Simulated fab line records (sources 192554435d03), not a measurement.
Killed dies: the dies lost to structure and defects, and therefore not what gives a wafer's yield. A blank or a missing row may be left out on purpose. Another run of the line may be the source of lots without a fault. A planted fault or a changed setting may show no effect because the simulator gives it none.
Chamber matching | flow n5_finfet | 4 sister chambers for N5_FIN_SAQP_MANDREL2_REMOVE_60 on rie_si-02
The step chemistry HBr/Cl2/O2, target a-Si, stops on SiNx, bt time 10 s. 4 wafers are shown with their chamber, then 8 later ones without.

== EACH WAFER AND ITS CHAMBER ==
wafer  | chamber | throttle_valve_pct (%)
L086.4 | 0       | 36.8
L087.2 | 2       | 36.6
L087.6 | 1       | 37.2
L089.2 | 3       | 36.4

== WAFERS WHOSE CHAMBER IS MISSING ==
wafer  | throttle_valve_pct (%)
L089.4 | 36.7
L089.5 | 37.2
L093.1 | 36.7
L093.2 | 37.2
L093.4 | 36.4
L094.1 | 36.4
L094.2 | 36.6
L094.3 | 36.7

== WHICH CHAMBER EACH ONE RAN IN ==
wafer  | from the rows above     | in truth
L089.4 | can't be placed: 0 or 2 | 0
L089.5 | 1                       | 1
L093.1 | can't be placed: 0 or 2 | 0
L093.2 | 1                       | 1
L093.4 | 3                       | 3
L094.1 | 3                       | 3
L094.2 | 2                       | 2
L094.3 | can't be placed: 0 or 2 | 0
5 of 8 placed correctly. Not placeable from these rows: 3 (in 3, the candidates include the true chamber). 0 placed wrongly.
How it was worked out, from the rows above alone: a wafer's distance from a chamber is the root of the sum, over the readings, of the square of ((its reading less the chamber's mean) divided by the reading's scatter). If the next closest chamber is less than 2 further off than the closest, the wafer can't be placed; otherwise it belongs to the closest. A chamber's mean is the mean of its shown wafers. The scatter (one wafer shown for each chamber): square how far every hidden wafer sits from the nearest shown wafer, average those squares and take the square root.
